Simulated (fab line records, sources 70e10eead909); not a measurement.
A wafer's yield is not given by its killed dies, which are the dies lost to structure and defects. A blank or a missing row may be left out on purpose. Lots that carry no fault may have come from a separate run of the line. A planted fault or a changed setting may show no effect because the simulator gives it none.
Matching of chambers -- flow nand harc -- cmp-03 running NHARC_P_CONTACT_CMP_24: 4 sister chambers
The step polishes, t overpolish 30 s, target thk 200 nm. 4 wafers are shown with their chamber, then 7 later ones without.

EACH WAFER AND ITS CHAMBER
wafer,chamber,motor current A (A)
L791.4,0,10.4
L807.4,2,11.9
L811.2,3,12.4
L811.4,1,12.0

WAFERS MISSING THEIR CHAMBER
wafer,motor current A (A)
L811.5,11.9
L812.1,10.5
L812.4,11.9
L812.5,12.3
L813.1,11.8
L813.3,10.8
L813.5,10.8

WHICH CHAMBER EACH ONE RAN IN
wafer,from the rows above,in truth
L811.5,can't be placed: 2 or 1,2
L812.1,0,0
L812.4,can't be placed: 2 or 1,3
L812.5,can't be placed: 3 or 1 or 2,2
L813.1,can't be placed: 2 or 1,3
L813.3,0,0
L813.5,0,0
Correctly placed: 3 of 7. Not placeable from these rows: 4 (in 2, the candidates include the true chamber). 0 placed wrongly.
How it was worked out, from the rows above alone: a wafer's distance from a chamber is the root of the sum, over the readings, of the square of ((its reading less the chamber's mean) divided by the reading's scatter). If the next closest chamber is less than 2 further off than the closest, the wafer can't be placed; otherwise it belongs to the closest. Each chamber's mean is taken over the wafers shown for it. The scatter (one wafer shown for each chamber): square how far every hidden wafer sits from the nearest shown wafer, average those squares and take the square root.
